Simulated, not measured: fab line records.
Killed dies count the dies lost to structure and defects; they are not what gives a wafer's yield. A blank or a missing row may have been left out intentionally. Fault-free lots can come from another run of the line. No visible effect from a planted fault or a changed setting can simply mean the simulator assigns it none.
Which tool is to blame? | flow nand-harc | 33 wafers from 11 lots sampled at 3 of the route's 1159 steps

WHAT THE GAUGES SHOWED, per wafer
NHARC_P_STI_CD_MEAS_09: target cd 200 nm.
lot  | measured    | on        | cd-nm (nm)
L917 | day 2 15:44 | cd-sem-02 | 201.8 199.8 201.6
L920 | day 3 02:35 | cd-sem-01 | 200.6 204.2 200.1
L922 | day 3 16:53 | cd-sem-03 | 199.0 198.4 197.0
L925 | day 4 13:21 | cd-sem-02 | 200.7 198.7 198.5
L926 | day 4 18:38 | cd-sem-02 | 201.4 200.0 199.4
L933 | day 6 12:33 | cd-sem-03 | 113.4 114.4 115.7
L934 | day 6 17:16 | cd-sem-01 | 134.5 134.2 134.4
L936 | day 7 04:53 | cd-sem-03 | 146.2 145.1 143.3
L938 | day 7 17:17 | cd-sem-02 | 199.8 199.0 195.7
L939 | day 7 23:02 | cd-sem-03 | 200.3 199.7 198.0
L940 | day 8 06:07 | cd-sem-02 | 200.6 198.1 200.2

TOOL THAT RAN EACH LOT (tool first, then ch and the chambers of the sampled wafers, then the start)
lot  | NHARC_P_ZERO_WELL_DESCUM_26       | NHARC_P_STI_EXPOSE_06
L917 | rie-diel-03 ch 0,1, day 1 14:52   | krf-scanner-04 ch 0, day 2 15:35
L920 | rie-diel-09 ch 0,2,3, day 2 08:46 | krf-scanner-04 ch 0, day 3 02:26
L922 | rie-diel-04 ch 0,1,2, day 2 20:41 | krf-scanner-04 ch 0, day 3 16:44
L925 | rie-diel-03 ch 0,3, day 3 14:38   | krf-scanner-04 ch 0, day 4 13:12
L926 | rie-diel-04 ch 0,1, day 3 20:37   | krf-scanner-01 ch 0, day 4 18:29
L933 | rie-diel-03 ch 1,2,3, day 5 14:38 | krf-scanner-04 ch 0, day 6 12:24
L934 | rie-diel-03 ch 0,1,3, day 5 20:52 | krf-scanner-04 ch 0, day 6 17:07
L936 | rie-diel-03 ch 0,1, day 6 08:44   | krf-scanner-04 ch 0, day 7 04:44
L938 | rie-diel-09 ch 1,2,3, day 6 20:56 | krf-scanner-03 ch 0, day 7 17:08
L939 | rie-diel-09 ch 0,2,3, day 7 02:46 | krf-scanner-01 ch 0, day 7 22:53
L940 | rie-diel-03 ch 2,3, day 7 08:37   | krf-scanner-03 ch 0, day 8 05:58
- NHARC_P_ZERO_WELL_DESCUM_26: chemistry O2, time 3 s.
- NHARC_P_STI_EXPOSE_06: exposes mask P STI, target cd 200 nm.

THE ANSWER, worked out from the rows above alone
Rule: usual is defined by the lots themselves. The widest of any qualifying gaps counts: lots, ordered by their means at a reading, are off when they make up no more than a third of the lots, leave a main group of 4 or more, and stand apart from it by 3 or more times the standard deviation of that group's means. The tables above print the reading to a certain number of digits; a main group whose means all agree to those digits is not used. Also off: a lot with no number at a reading for which 4 or more lots have one. Any other lot the step has rows for is counted as sound.
Off: L933, L934, L936, at NHARC_P_STI_CD_MEAS_09 (cd-nm). The main group has a mean of 199.7 nm with a standard deviation of 1.2.
A tool fits if, at a process step before that reading, it ran every lot that is off, and no sound lot after the first of them. The gauges at NHARC_P_STI_CD_MEAS_09 are tried like those tools. One fits: krf-scanner-04 at NHARC_P_STI_EXPOSE_06. Its last sound lot is L925 (day 4 13:12), its first lot that is off L933 (day 6 12:24): a fault that began between those two fits.

WHAT WAS PUT IN BY THE SIMULATOR
Drift in process parameters on krf-scanner-04 at NHARC_P_STI_EXPOSE_06, starting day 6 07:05. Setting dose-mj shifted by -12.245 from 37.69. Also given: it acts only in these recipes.
Struck lots among those shown: L933, L934, L936. This agrees with what the rule above found.
